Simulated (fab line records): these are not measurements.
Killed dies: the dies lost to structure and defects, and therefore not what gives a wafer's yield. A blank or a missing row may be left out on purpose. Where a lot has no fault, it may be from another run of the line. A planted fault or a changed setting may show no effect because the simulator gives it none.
fab line records	flow n5_finfet	part 1 of 2: steps 1 to 25 of 34
record lots=5	wafers=15	last_day=17
route steps=1938 shown BEOL_M13@1706 BEOL_M14@1716
lots untouched by any fault: they come from a run of this same line in which no faults occurred
start_h: the number of hours between the record's first day and the start of the first shown wafer of the lot	wait_h: time in hours since the lot's previous step	" same as the row above	L1.1+2: a row that stands for several wafers	- no value, or no start given	* or withheld: withheld	< > ~ a bound
route shown NAME@n: a module of which the file shows steps, and the number in the route of the first	usual: mean/standard deviation taken from wafers without a fault	same: alike in all rows	chamber/n: place in a boat	sites: per-site readings	_std_site: the values' standard deviation	_edge_site: inner sites' mean taken away from outer sites' mean	radius_mm: for every site, how far away it sits from the centre of the wafer	mask NAME#n: copy n	behind: the most recent tool/chamber to have shaped the wafer	hold: reason for holding the lot/hours on hold/outcome of the hold	device: names the non-switching transistor (n, p or np)	end of line: at the end of the route, the tests of the same wafers	where a step has no rows: the recipe by itself	killed: dies that structure and defects cost at the first sort, which is not the same as the wafer's yield	map: per-die view of a wafer (x killed, . not killed, _ where there is no die)
set.NAME: setting as actually run; set.NAME@STEP: the setting as run at that earlier step	model.NAME: the simulator's own value behind a step, which no gauge read
lots at some steps of the route; a table a step, a row a wafer
services: the hour from which a tool's chamber was out of use, counted from the record's first day as start_h (under 0 if before that day), plus the number of hours and why
## steps
# step N5_BEOL_M13_SPUTTER_44
# recipe material=Ta	target_thk_a=100	temp_c=50	bias_v=80	power_w=15000	chamber_pressure_pa=0.07	time_s=16.13
# usual throttle_valve_pct=30.2/0.87
# same time_s=16.13
lot.wafer	tool	chamber	start_h	wait_h	throttle_valve_pct
L079.2	pvd_sputter-03	-	261.19	0.0	28.5
L079.3	"	-	"	"	31.2
L079.5	"	-	"	"	28.6
L080.1	pvd_sputter-02	-	279.71	0.0	29.7
L080.2	"	-	"	"	29.6
L080.6	"	-	"	"	29.3
L088.1	pvd_sputter-02	-	327.11	0.0	29.5
L088.3	"	-	"	"	29.8
L088.4	"	-	"	"	30.4
L092.1	pvd_sputter-03	-	358.26	0.0	30.2
L092.3	"	-	"	"	31.2
L092.6	"	-	"	"	30.9
L097.1	pvd_sputter-03	-	386.62	0.0	30.6
L097.2	"	-	"	"	28.6
L097.5	"	-	"	"	30.4
# step N5_BEOL_M13_SPUTTER_45
# recipe material=Cu	target_thk_a=800	temp_c=-20	bias_v=60	power_w=26000	chamber_pressure_pa=0.13	time_s=13.33
# usual chuck_sensor_temp_C=-15.8/0.37	throttle_valve_pct=30.2/0.85
# same time_s=13.33
lot.wafer	tool	chamber	start_h	wait_h	chuck_sensor_temp_C	throttle_valve_pct
L079.2	pvd_sputter-03	-	261.27	0.0	-16.2	28.5
L079.3	"	-	"	"	-15.9	31.0
L079.5	"	-	"	"	-16.1	28.4
L080.1	pvd_sputter-02	-	279.79	0.0	-15.2	29.8
L080.2	"	-	"	"	-15.1	29.7
L080.6	"	-	"	"	-15.3	29.9
L088.1	pvd_sputter-02	-	327.19	0.0	-15.3	29.4
L088.3	"	-	"	"	-15.3	29.2
L088.4	"	-	"	"	-16.0	30.4
L092.1	pvd_sputter-03	-	358.34	0.0	-15.9	30.2
L092.3	"	-	"	"	-15.8	30.9
L092.6	"	-	"	"	-15.9	31.2
L097.1	pvd_sputter-03	-	386.70	0.0	-16.1	30.6
L097.2	"	-	"	"	-16.3	28.6
L097.5	"	-	"	"	-16.3	30.4
# step N5_BEOL_M13_ECD_47
# recipe material=Cu	target_thk_a=9360
lot.wafer	tool	chamber	start_h	wait_h
L079.2+3+5	ecd_cu-02	1,0,0	261.39	0.1
L080.1+2+6	ecd_cu-01	1,0,0	279.90	0.1
L088.1+3+4	ecd_cu-02	1,0,1	327.31	0.1
L092.1+3+6	ecd_cu-01	1,0,1	358.46	0.1
L097.1+2+5	ecd_cu-02	0,1,1	386.85	0.1
# step N5_BEOL_M13_ANNEAL_48
# recipe temp_c=225	time_s=90	ambient=N2
# usual anneal_temp_c_max=226.4/0.33	wafer_temp_C_max=226.2/0.51
# same time_s=90
lot.wafer	tool	chamber	start_h	wait_h	anneal_temp_c_max	wafer_temp_C_max
L079.2	rtp_anneal-01	0	261.59	0.2	226.2	225.5
L079.3	"	0	"	"	225.9	226.0
L079.5	"	0	"	"	226.2	225.8
L080.1	rtp_anneal-02	0	280.29	0.3	226.4	226.5
L080.2	"	0	"	"	226.3	227.3
L080.6	"	0	"	"	226.8	226.9
L088.1	rtp_anneal-01	0	327.47	0.1	225.9	225.6
L088.3	"	0	"	"	226.5	225.7
L088.4	"	0	"	"	226.1	225.8
L092.1	rtp_anneal-01	0	358.62	0.1	225.6	225.9
L092.3	"	0	"	"	226.2	225.6
L092.6	"	0	"	"	226.0	225.5
L097.1	rtp_anneal-01	0	387.16	0.3	225.7	226.0
L097.2	"	0	"	"	225.9	225.8
L097.5	"	0	"	"	226.0	225.6
# step N5_BEOL_M13_CMP_49
# recipe stop_on=SiOC	t_overpolish_s=17.1	down_force_psi=1	platen_rpm=50	clearing_platen_down_force_psi=1.5	clearing_platen_rpm=50	post_cmp_clean=cu_alkaline	target_thk_nm=420	clearing_platen_pad_velocity_m_s=0.99484	pad_velocity_m_s=0.99484
# usual barrier_field_endpoint_s=30.2/0.71	motor_current_A=6.4/0.76	overpolish_run_s=17.100/0.0088
lot.wafer	tool	chamber	start_h	wait_h	barrier_field_endpoint_s	motor_current_A	overpolish_run_s
L079.3	cmp-01	2	261.88	0.2	29.7	6.5	17.095
L079.2	"	0	"	"	30.0	7.3	17.087
L079.5	"	2	"	"	30.3	6.3	17.112
L080.1	cmp-04	2	280.62	0.3	30.7	7.0	17.103
L080.2	"	3	"	"	31.0	6.6	17.102
L080.6	"	2	"	"	30.5	6.8	17.105
L088.1	cmp-04	1	327.77	0.3	30.3	6.6	17.098
L088.4	"	2	"	"	30.4	7.3	17.087
L088.3	"	3	"	"	30.2	6.7	17.096
L092.1	cmp-04	3	358.96	0.3	29.0	6.6	17.095
L092.3	"	0	"	"	29.5	5.2	17.094
L092.6	"	3	"	"	29.3	6.9	17.102
L097.2	cmp-04	0	387.46	0.2	30.7	5.5	17.100
L097.1	"	1	"	"	30.1	7.0	17.082
L097.5	"	0	"	"	30.1	5.5	17.086
# step N5_BEOL_M13_THK_MEAS_50
# recipe thk_meas_gauge=xrf	reads=Cu_of_BEOL_M13_ECD_47
# usual M13_THK=425/6
lot.wafer	tool	chamber	start_h	wait_h	M13_THK[nm]
L079.2	film_metro-02	-	262.14	-	431
L079.3	"	-	"	"	429
L079.5	"	-	"	"	427
L080.1	film_metro-01	-	280.88	-	429
L080.2	"	-	"	"	428
L080.6	"	-	"	"	428
L088.1	film_metro-02	-	328.07	-	426
L088.3	"	-	"	"	423
L088.4	"	-	"	"	433
L092.1	film_metro-01	-	359.21	-	424
L092.3	"	-	"	"	426
L092.6	"	-	"	"	426
L097.1	film_metro-02	-	387.75	-	431
L097.2	"	-	"	"	430
L097.5	"	-	"	"	424
# step N5_BEOL_M13_PRE_CLEAN_52
# recipe gas=NH3	time_s=15	temp_c=withheld	rf_power_w=300
# same time_s=15
lot.wafer	tool	chamber	start_h	wait_h	since_wet_clean_h
L079.2	pecvd-02	1	262.18	0.0	1691
L079.3	"	2	"	"	212
L079.5	"	0	"	"	-
L080.1	pecvd-01	1	280.91	0.0	1891
L080.2	"	0	"	"	1166
L080.6	"	2	"	"	-
L088.1	pecvd-02	1	328.10	0.0	1757
L088.3	"	0	"	"	1032
L088.4	"	2	"	"	-
L092.1	pecvd-02	2	359.25	0.0	309
L092.3	"	0	"	"	1063
L092.6	"	2	"	"	-
L097.1	pecvd-02	0	387.79	0.0	1092
L097.2	"	1	"	"	1817
L097.5	"	1	"	"	-
# step N5_BEOL_M13_DEP_53
# recipe material=SiCN	target_thk_a=500	temp_c=withheld	precursor=3MS/NH3	pressure_torr=3	rf_w=675	time_s=17.8
# usual showerhead_plenum_p_Torr=4.161/0.025	throttle_valve_pct=18.2/1.2
# same time_s=17.8
lot.wafer	tool	chamber	start_h	wait_h	showerhead_plenum_p_Torr	since_wet_clean_h	throttle_valve_pct
L079.2	pecvd-02	1	262.20	0.0	4.145	1691	19.4
L079.3	"	2	"	"	4.171	212	16.6
L079.5	"	0	"	"	4.116	-	19.9
L080.1	pecvd-01	1	280.94	0.0	4.169	1891	17.8
L080.2	"	0	"	"	4.177	1166	19.2
L080.6	"	2	"	"	4.156	-	17.5
L088.1	pecvd-02	1	328.13	0.0	4.142	1757	19.2
L088.3	"	0	"	"	4.106	1032	19.9
L088.4	"	2	"	"	4.173	-	16.9
L092.1	pecvd-02	2	359.27	0.0	4.178	309	17.0
L092.3	"	0	"	"	4.108	1063	19.8
L092.6	"	2	"	"	4.169	-	16.6
L097.1	pecvd-02	0	387.82	0.0	4.127	1092	20.3
L097.2	"	1	"	"	4.154	1817	19.2
L097.5	"	1	"	"	4.144	-	19.2
# step N5_BEOL_M13_RS_MEAS_54
# recipe thk_meas_gauge=four-point-probe	reads=Cu_of_BEOL_M13_ECD_47+Ta_of_BEOL_M13_SPUTTER_44+TaN_of_BEOL_M13_SPUTTER_43
# usual M13_RS=0.0450/0.00052
lot.wafer	tool	chamber	start_h	wait_h	M13_RS[ohm/sq]
L079.2	film_metro-01	-	262.27	0.1	0.0446
L079.3	"	-	"	"	0.0446
L079.5	"	-	"	"	0.0448
L080.1	film_metro-01	-	281.01	0.0	0.0448
L080.2	"	-	"	"	0.0450
L080.6	"	-	"	"	0.0451
L088.1	film_metro-01	-	328.19	0.0	0.0450
L088.3	"	-	"	"	0.0455
L088.4	"	-	"	"	0.0443
L092.1	film_metro-01	-	359.34	0.0	0.0454
L092.3	"	-	"	"	0.0450
L092.6	"	-	"	"	0.0450
L097.1	film_metro-01	-	387.88	0.0	0.0443
L097.2	"	-	"	"	0.0443
L097.5	"	-	"	"	0.0451
# step N5_BEOL_M13_INSPECT_55
# recipe inspect_instrument=darkfield	mode=post_dep
# usual raw_defect_count=70/19
lot.wafer	tool	chamber	start_h	wait_h	raw_defect_count
L079.2	defect_inspect-01	-	262.30	0.0	46
L079.3	"	-	"	"	78
L079.5	"	-	"	"	73
L080.1	defect_inspect-02	-	281.03	0.0	70
L080.2	"	-	"	"	75
L080.6	"	-	"	"	90
L088.1	defect_inspect-02	-	328.22	0.0	106
L088.3	"	-	"	"	71
L088.4	"	-	"	"	95
L092.1	defect_inspect-02	-	359.37	0.0	75
L092.3	"	-	"	"	79
L092.6	"	-	"	"	86
L097.1	defect_inspect-01	-	387.91	0.0	80
L097.2	"	-	"	"	74
L097.5	"	-	"	"	62
# step N5_BEOL_M14_ILD_DEP_00
# recipe material=SiO2	target_thk_a=11193	temp_c=400	precursor=TEOS/O2	pressure_torr=6.5	rf_w=900	teos_flow_sccm=161.4	gas=O2	flow_sccm=2650	time_s=237.4
# usual heater_power_w=550/81	showerhead_plenum_p_Torr=8.370/0.022	throttle_valve_pct=18.2/0.71
# same time_s=237.4
lot.wafer	tool	chamber	start_h	wait_h	heater_power_w	showerhead_plenum_p_Torr	since_wet_clean_h	throttle_valve_pct
L079.2	pecvd-03	1	262.33	0.0	575	8.389	2054	18.3
L079.3	"	2	"	"	698	8.360	575	17.9
L079.5	"	1	"	"	426	8.364	-	18.7
L080.1	pecvd-01	2	281.07	0.0	560	8.339	412	18.0
L080.2	"	0	"	"	625	8.367	1166	19.8
L080.6	"	1	"	"	418	8.345	-	18.2
L088.1	pecvd-01	0	328.26	0.0	524	8.386	1213	20.0
L088.3	"	1	"	"	523	8.374	1938	18.2
L088.4	"	2	"	"	589	8.357	-	18.2
L092.1	pecvd-01	1	359.40	0.0	546	8.368	1970	18.3
L092.3	"	2	"	"	485	8.337	491	18.1
L092.6	"	1	"	"	418	8.344	-	18.2
L097.1	pecvd-03	0	387.95	0.0	540	8.414	1454	17.6
L097.2	"	2	"	"	610	8.379	700	18.0
L097.5	"	0	"	"	464	8.409	-	17.7
# step N5_BEOL_M14_THK_MEAS_01
# recipe reads=SiO2_of_BEOL_M14_ILD_DEP_00
# usual M14_ILD_THK=1118/12
lot.wafer	tool	chamber	start_h	wait_h	M14_ILD_THK[nm]
L079.2	film_metro-02	-	262.52	0.1	1114
L079.3	"	-	"	"	1115
L079.5	"	-	"	"	1134
L080.1	film_metro-01	-	281.26	0.1	1119
L080.2	"	-	"	"	1129
L080.6	"	-	"	"	1141
L088.1	film_metro-01	-	328.45	0.1	1107
L088.3	"	-	"	"	1109
L088.4	"	-	"	"	1106
L092.1	film_metro-02	-	359.59	0.1	1104
L092.3	"	-	"	"	1094
L092.6	"	-	"	"	1125
L097.1	film_metro-01	-	388.21	0.2	1109
L097.2	"	-	"	"	1120
L097.5	"	-	"	"	1119
# step N5_BEOL_M14_COAT_58
# recipe resist=BARC	temp_c=205	time_s=60	spin_rpm=1500	resist_thk_nm=89
# same time_s=60
lot.wafer	tool	chamber	start_h	wait_h
L079.2+3+5	litho_track-01	0	262.55	0.0
L080.1+2+6	litho_track-01	0	281.29	0.0
L088.1+3+4	litho_track-04	0	328.48	0.0
L092.1+3+6	litho_track-04	0	359.62	0.0
L097.1+2+5	litho_track-02	0	388.25	0.0
# step N5_BEOL_M14_COAT_04
# recipe spin_rpm=1704	resist_thk_nm=800
lot.wafer	tool	chamber	start_h	wait_h
L079.2+3+5	litho_track-01	0	-	-
L080.1+2+6	litho_track-01	0	-	-
L088.1+3+4	litho_track-04	0	-	-
L092.1+3+6	litho_track-04	0	-	-
L097.1+2+5	litho_track-02	0	-	-
# step N5_BEOL_M14_EBR_06
# recipe solvent=PGMEA	ebr_width_mm=1.5
lot.wafer	tool	chamber	start_h	wait_h
L079.2+3+5	litho_track-01	0	-	-
L080.1+2+6	litho_track-01	0	-	-
L088.1+3+4	litho_track-04	0	-	-
L092.1+3+6	litho_track-04	0	-	-
L097.1+2+5	litho_track-02	0	-	-
# step N5_BEOL_M14_SOFTBAKE_05
# recipe temp_c=130	time_s=60
# same time_s=60
lot.wafer	tool	chamber	start_h	wait_h
L079.2+3+5	litho_track-01	0	-	-
L080.1+2+6	litho_track-01	0	-	-
L088.1+3+4	litho_track-04	0	-	-
L092.1+3+6	litho_track-04	0	-	-
L097.1+2+5	litho_track-02	0	-	-
# step N5_BEOL_M14_EXPOSE_07
# recipe mask_id=V13	na=0.8	source_shape=annular	sigma_inner=0.5	sigma_outer=0.8	polarization=unpolarized	attpsm_phase_deg=180	dose_mj=57
# usual stage_vel_mm_s=500.01/0.23
lot.wafer	tool	chamber	start_h	wait_h	mask	stage_vel_mm_s
L079.2	krf_scanner-01	0	262.66	-	V13#0	500.31
L079.3	"	0	"	"	V13#0	499.74
L079.5	"	0	"	"	V13#0	500.14
L080.1	krf_scanner-01	0	281.39	-	V13#0	499.61
L080.2	"	0	"	"	V13#0	500.15
L080.6	"	0	"	"	V13#0	500.04
L088.1	krf_scanner-01	0	328.70	-	V13#0	500.66
L088.3	"	0	"	"	V13#0	500.48
L088.4	"	0	"	"	V13#0	500.07
L092.1	krf_scanner-02	0	359.72	-	V13#0	499.82
L092.3	"	0	"	"	V13#0	499.86
L092.6	"	0	"	"	V13#0	499.51
L097.1	krf_scanner-02	0	388.47	-	V13#0	499.93
L097.2	"	0	"	"	V13#0	499.98
L097.5	"	0	"	"	V13#0	500.02
# step N5_BEOL_M14_PEB_08
# recipe peb_temp_c=130	peb_time_s=90
lot.wafer	tool	chamber	start_h	wait_h
L079.2+3+5	litho_track-04	0	262.71	0.0
L080.1+2+6	litho_track-01	0	281.45	0.1
L088.1+3+4	litho_track-04	0	328.76	0.1
L092.1+3+6	litho_track-04	0	359.78	0.1
L097.1+2+5	litho_track-01	0	388.53	0.1
# step N5_BEOL_M14_DEVELOP_09
# recipe develop_time_s=45	rinse_liquid=diw	dry=air_spin	dev_temp_c=21
lot.wafer	tool	chamber	start_h	wait_h
L079.2+3+5	litho_track-04	0	-	-
L080.1+2+6	litho_track-01	0	-	-
L088.1+3+4	litho_track-04	0	-	-
L092.1+3+6	litho_track-04	0	-	-
L097.1+2+5	litho_track-01	0	-	-
# step N5_BEOL_M14_HARDBAKE_14
# recipe temp_c=130	time_s=120
# same time_s=120
lot.wafer	tool	chamber	start_h	wait_h
L079.2+3+5	litho_track-04	0	-	-
L080.1+2+6	litho_track-01	0	-	-
L088.1+3+4	litho_track-04	0	-	-
L092.1+3+6	litho_track-04	0	-	-
L097.1+2+5	litho_track-01	0	-	-
# step N5_BEOL_M14_CD_MEAS_10
# recipe target_cd_nm=250	landing_energy_ev=500	detector=se_inlens	polarity=opening
# usual cd_nm=250.0/1.2
lot.wafer	tool	chamber	start_h	wait_h	cd_nm
L079.2	cd_sem-01	0	262.83	-	251.8
L079.3	"	0	"	"	249.9
L079.5	"	0	"	"	251.5
L080.1	cd_sem-01	0	281.57	-	250.5
L080.2	"	0	"	"	249.9
L080.6	"	0	"	"	249.6
L088.1	cd_sem-03	0	328.88	-	251.1
L088.3	"	0	"	"	251.0
L088.4	"	0	"	"	250.8
L092.1	cd_sem-01	0	359.90	-	251.5
L092.3	"	0	"	"	251.1
L092.6	"	0	"	"	251.7
L097.1	cd_sem-02	0	388.65	-	249.0
L097.2	"	0	"	"	249.5
L097.5	"	0	"	"	250.7
# step N5_BEOL_M14_OVL_MEAS_11
# recipe points_per_wafer=44
# usual V13_OVL=-4/5.2
lot.wafer	tool	chamber	start_h	wait_h	V13_OVL[nm]
L079.2	overlay-02	0	262.86	0.0	-9
L079.3	"	0	"	"	-4
L079.5	"	0	"	"	-2
L080.1	overlay-02	0	281.62	0.1	-9
L080.2	"	0	"	"	-7
L080.6	"	0	"	"	-8
L088.1	overlay-01	0	328.91	0.0	-5
L088.3	"	0	"	"	-13
L088.4	"	0	"	"	-6
L092.1	overlay-02	0	359.93	0.0	-9
L092.3	"	0	"	"	-2
L092.6	"	0	"	"	-4
L097.1	overlay-01	0	388.68	0.0	-10
L097.2	"	0	"	"	-10
L097.5	"	0	"	"	-17
# step N5_BEOL_M14_INSPECT_12
# recipe mode=adi	inspect_instrument=macro
# usual raw_defect_count=2.0/1.5
lot.wafer	tool	chamber	start_h	wait_h	raw_defect_count
L079.2	defect_inspect-01	-	262.88	0.0	1
L079.3	"	-	"	"	1
L079.5	"	-	"	"	5
L080.1	defect_inspect-02	-	281.65	0.0	5
L080.2	"	-	"	"	3
L080.6	"	-	"	"	1
L088.1	defect_inspect-02	-	328.93	0.0	1
L088.3	"	-	"	"	1
L088.4	"	-	"	"	3
L092.1	defect_inspect-02	-	359.95	0.0	0
L092.3	"	-	"	"	1
L092.6	"	-	"	"	3
L097.1	defect_inspect-01	-	388.70	0.0	3
L097.2	"	-	"	"	3
L097.5	"	-	"	"	0
# step N5_BEOL_M14_DESCUM_15
# recipe chemistry=O2	time_s=7.9	source_power_w=50	bias_power_w=20	pressure_mtorr=20	rf_frequency_hz=2.712e+07	temp_c=40	o2_flow_sccm=225
# usual bias_power_w=20.00/0.053	drypump_motor_current_A=5.8/0.38	oes_product_au=0.81/0.071	rf_vpp_V=243.5/1.2	showerhead_plenum_p_Torr=2.12/0.06	throttle_valve_pct=20.27/0.26
# same time_s=7.9
lot.wafer	tool	chamber	start_h	wait_h	bias_power_w	drypump_motor_current_A	oes_product_au	rf_hours_counter_h	rf_vpp_V	showerhead_plenum_p_Torr	throttle_valve_pct
L079.2	rie_diel-06	3	262.95	0.1	19.94	6.6	0.99	4	244.7	2.23	19.73
L079.3	"	0	"	"	19.97	5.9	0.72	184	242.3	2.09	20.36
L079.5	"	3	"	"	20.00	6.6	0.99	-	243.8	2.23	19.72
L080.1	rie_diel-05	2	281.70	0.0	19.98	5.8	0.87	62	244.9	2.12	19.86
L080.2	"	0	"	"	19.97	5.1	0.85	57	245.8	2.21	20.46
L080.6	"	1	"	"	20.02	5.6	0.72	-	245.0	2.17	20.25
L088.1	rie_diel-04	0	328.97	0.0	19.97	5.4	0.81	102	242.0	2.11	20.43
L088.3	"	2	"	"	19.99	5.9	0.76	144	242.4	2.10	20.70
L088.4	"	3	"	"	20.00	5.6	0.84	61	245.2	2.12	20.10
L092.1	rie_diel-04	1	359.99	0.0	19.99	6.0	0.77	124	243.2	2.10	20.07
L092.3	"	3	"	"	20.00	5.6	0.84	72	242.6	2.12	20.12
L092.6	"	2	"	"	19.99	5.9	0.75	-	243.7	2.09	20.70
L097.1	rie_diel-06	3	388.84	0.1	19.99	6.6	0.88	45	244.6	2.21	19.79
L097.2	"	0	"	"	20.07	5.9	0.68	225	241.4	2.07	20.42
L097.5	"	0	"	"	20.05	5.9	0.68	-	243.7	2.07	20.42
# step N5_BEOL_M14_ETCH_59
# recipe chemistry=N2/H2	target=BARC	target_depth_a=890	overetch_a=267	time_s=67.9	ion_energy_ev=200	pressure_mtorr=30	source_w=840	bias_w=150	n2_flow_sccm=200	h2_flow_sccm=200
# usual drypump_motor_current_A=5.8/0.38	oes_product_au=0.69/0.057	rf_vpp_V=524.9/2.2	showerhead_plenum_p_Torr=2.58/0.075	throttle_valve_pct=17.71/0.26
# same time_s=67.9
lot.wafer	tool	chamber	start_h	wait_h	drypump_motor_current_A	oes_product_au	rf_hours_counter_h	rf_vpp_V	showerhead_plenum_p_Torr	throttle_valve_pct
L079.2	rie_diel-06	3	262.98	0.0	6.6	0.83	4	527.4	2.72	17.24
L079.3	"	0	"	"	5.9	0.61	184	524.0	2.53	17.72
L079.5	"	3	"	"	6.6	0.83	-	528.8	2.72	17.25
L080.1	rie_diel-05	2	281.74	0.0	5.8	0.71	62	523.8	2.58	17.30
L080.2	"	0	"	"	5.1	0.71	57	529.6	2.70	17.95
L080.6	"	1	"	"	5.7	0.60	-	525.4	2.64	17.72
L088.1	rie_diel-04	0	329.00	0.0	5.4	0.69	102	525.3	2.56	17.75
L088.3	"	2	"	"	5.9	0.64	144	524.2	2.55	18.17
L088.4	"	3	"	"	5.6	0.72	61	524.9	2.58	17.54
L092.1	rie_diel-04	1	360.02	0.0	6.0	0.67	124	523.7	2.56	17.53
L092.3	"	3	"	"	5.6	0.70	73	523.2	2.57	17.57
L092.6	"	2	"	"	5.9	0.64	-	524.2	2.54	18.19
L097.1	rie_diel-06	3	388.88	0.0	6.6	0.75	45	527.6	2.70	17.31
L097.2	"	0	"	"	5.9	0.59	225	522.2	2.51	17.82
L097.5	"	0	"	"	5.9	0.59	-	523.0	2.51	17.79
